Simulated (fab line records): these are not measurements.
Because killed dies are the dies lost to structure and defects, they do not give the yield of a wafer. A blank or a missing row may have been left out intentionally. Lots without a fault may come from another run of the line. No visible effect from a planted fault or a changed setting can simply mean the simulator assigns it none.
A struck lot beside a sound one ; flow n5 finfet ; 15 out of 1938 route steps
Sound: wafers L912.2, L912.4, L912.6. Wafers struck: L928.1, L928.4, L928.6. The cause comes at the end.
At each step with rows: each side's tool, then ch and its chambers, then its first start. Under that, the readings that differ: sound wafers ; struck wafers ; difference of the means ; sigmas: that difference in standard deviations of wafers without a fault.
alike: readings whose means differ by less than 2 such deviations, and words and numbers that are the same on both sides. not compared: withheld readings, readings that some wafer has no value for, bounds like >300 that may hide the same value, and numbers for which the record gives no deviation and whose values overlap.
Wherever a step has rows on one side only, a row that says differs or no value, or a row with sigmas, the two part there. Numbers that have no deviation but don't overlap get no sigmas and don't part them. A reading that every wafer of one side lacks parts them only if that side has two wafers or more.

first, 4 steps without rows for these wafers: N5_BEOL_M15_EXPOSE_07 (exposes mask V14); N5_BEOL_M15_PEB_08 (peb time 90 s); N5_BEOL_M15_DEVELOP_09 (develop time 45 s); N5_BEOL_M15_HARDBAKE_14 (time 120 s).
N5_BEOL_M15_CD_MEAS_10: target cd 360 nm.
  sound on cd sem-01 ch 0, day 12 05:59; struck on cd sem-02 ch 0, day 15 18:09
  alike: cd nm
N5_BEOL_M15_OVL_MEAS_11:
  sound on overlay-01 ch 0, day 12 06:01; struck on overlay-02 ch 0, day 15 18:11
  alike: V14_OVL
N5_BEOL_M15_INSPECT_12: inspects for defects (macro).
  sound on defect inspect-02, day 12 06:02; struck on defect inspect-01, day 15 18:13
  alike: raw defect count
N5_BEOL_M15_DESCUM_15: chemistry O2, time 7.9 s.
  sound on rie diel-01 ch 1,2, day 12 06:04; struck on rie diel-01 ch 1,2, day 15 18:14
  alike: chamber pressure mTorr, drypump motor current A, oes product au, rf vpp V, showerhead plenum p Torr, throttle valve pct
  not compared: rf hours counter h
N5_BEOL_M15_ETCH_59: etches BARC in N2/H2, target depth 89 nm, overetch 26.7 nm, time 67.9 s.
  sound on rie diel-01 ch 1,2, day 12 06:06; struck on rie diel-01 ch 1,2, day 15 18:17
  alike: chamber pressure mTorr, drypump motor current A, oes product au, rf vpp V, showerhead plenum p Torr, throttle valve pct
  not compared: rf hours counter h
N5_BEOL_M15_VIA_ETCH_16: etches SiO2 in C4F8/O2/Ar, target depth 1792.2 nm.
  sound on rie diel-01 ch 1,2, day 12 06:09; struck on rie diel-01 ch 1,2, day 15 18:20
  alike: C4F8_flow_sccm, chamber pressure mTorr, drypump motor current A, oes product au, rf vpp V, showerhead plenum p Torr, throttle valve pct
N5_BEOL_M15_STRIP_63: strips in O2.
  sound on rie diel-01 ch 1,2; struck on rie diel-01 ch 1,2
  alike: chamber pressure mTorr, drypump motor current A, oes product au, rf vpp V, showerhead plenum p Torr, throttle valve pct
  not compared: rf hours counter h
N5_BEOL_M15_STRIP_64: strips in O2.
  sound on rie diel-01 ch 1,2; struck on rie diel-01 ch 1,2
  alike: chamber pressure mTorr, drypump motor current A, oes product au, rf vpp V, showerhead plenum p Torr, throttle valve pct
  not compared: rf hours counter h
N5_BEOL_M15_STRIP_65: strips in post etch residue remover, time 60 s.
  sound on wet bench-06 ch 0,3,4, day 12 06:30; struck on wet bench-01 ch 0,4,6, day 15 18:41
  no value came back on the struck wafers for run length s (s), temp c (C); on the sound wafers run length s (s) reads 66.9 66.2 66.4
then, 2 steps without rows for these wafers: N5_BEOL_M15_SRD_66 (time 30 s, dry time 30 s); N5_PASSIVATION_PROBE_49.

## WHERE THEY PART
Within this record, at N5_BEOL_M15_STRIP_65 only.

WHY: what the simulator had put in
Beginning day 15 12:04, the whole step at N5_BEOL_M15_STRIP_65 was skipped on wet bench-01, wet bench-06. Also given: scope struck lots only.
